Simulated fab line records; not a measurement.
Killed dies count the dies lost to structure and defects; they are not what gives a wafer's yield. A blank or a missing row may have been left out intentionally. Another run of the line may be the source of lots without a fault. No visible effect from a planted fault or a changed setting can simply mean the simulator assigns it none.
The tool behind it: which one?	flow n5-finfet	12 lots, 33 wafers sampled, at 2 steps of a route of 1938

## WHAT THE GAUGES READ, wafer by wafer
N5_BEOL_M14_CD_MEAS_28 targets a cd of 284.4 nm.
lot	measured	on	cd-nm (nm)
L981	day 11 10:11	cd-sem-03	287.8 286.0 284.5
L983	day 11 23:29	cd-sem-02	284.3 284.1 284.7
L984	day 12 08:51	cd-sem-03	286.4 288.1 286.0
L987	day 13 00:52	cd-sem-02	285.2 286.9 287.8
L988	day 13 14:40	cd-sem-02	285.7 285.0 285.0
L989	day 13 18:41	cd-sem-03	285.7 286.0 284.1
L990	day 14 06:35	cd-sem-02	284.8 284.7
L991	day 14 20:34	cd-sem-01	283.8 286.9 287.9
L993	day 15 05:22	cd-sem-01	282.4 283.5
L992	day 15 05:36	cd-sem-02	285.9 287.4
L997	day 16 03:08	cd-sem-03	284.5 284.8 283.4
L101	day 17 15:58	cd-sem-01	288.0 286.5 286.5

N5_BEOL_M14_INSPECT_30: inspects for defects (macro).
lot	measured	on	raw-defect-count
L981	day 11 10:14	defect-inspect-01	2 5 0
L983	day 11 23:32	defect-inspect-02	3 3 3
L984	day 12 08:54	defect-inspect-01	5 3 3
L987	day 13 00:55	defect-inspect-01	3 3 1
L988	day 13 14:43	defect-inspect-02	2 2 3
L989	day 13 18:44	defect-inspect-01	2 2 3
L990	day 14 06:39	defect-inspect-01	2 1
L991	day 14 20:37	defect-inspect-02	0 5 1
L993	day 15 05:25	defect-inspect-01	3 3
L992	day 15 05:40	defect-inspect-01	3 0
L997	day 16 03:11	defect-inspect-01	2 2 3
L101	day 17 16:01	defect-inspect-02	3 0 5

## WHICH TOOL RAN EACH LOT (tool, then ch and the chambers of the sampled wafers, then the start)
The record holds no process step before these readings.

## AS READ BY THE TOOLS THEMSELVES (means over the sampled wafers that have a number; for cases with no such wafer, the mark the record gives instead)
The record holds no such reading with a usual standard deviation.

## THE ANSWER, worked out from the rows above alone
Rule: usual is defined by the lots themselves. The widest of any qualifying gaps counts: lots, ordered by their means at a reading, are off when they make up no more than a third of the lots, leave a main group of 4 or more, and stand apart from it by 3 or more times the standard deviation of that group's means. A main group is skipped when, at the precision printed for the reading in the tables above, its means are all equal. A lot without any number at a reading at which 4 lots or more have one is off too. Any other lot the step has rows for is counted as sound. After the gauges, taken in route order, come the tools' own readings; for these a lot's mean is taken, as printed above. The first step at which some lot is off is used, and at that step the reading that is off furthest; a lot without a number counts as furthest.
None of the lots is off at any reading shown; this tells nothing.

## WHAT THE SIMULATOR HAD PUT IN
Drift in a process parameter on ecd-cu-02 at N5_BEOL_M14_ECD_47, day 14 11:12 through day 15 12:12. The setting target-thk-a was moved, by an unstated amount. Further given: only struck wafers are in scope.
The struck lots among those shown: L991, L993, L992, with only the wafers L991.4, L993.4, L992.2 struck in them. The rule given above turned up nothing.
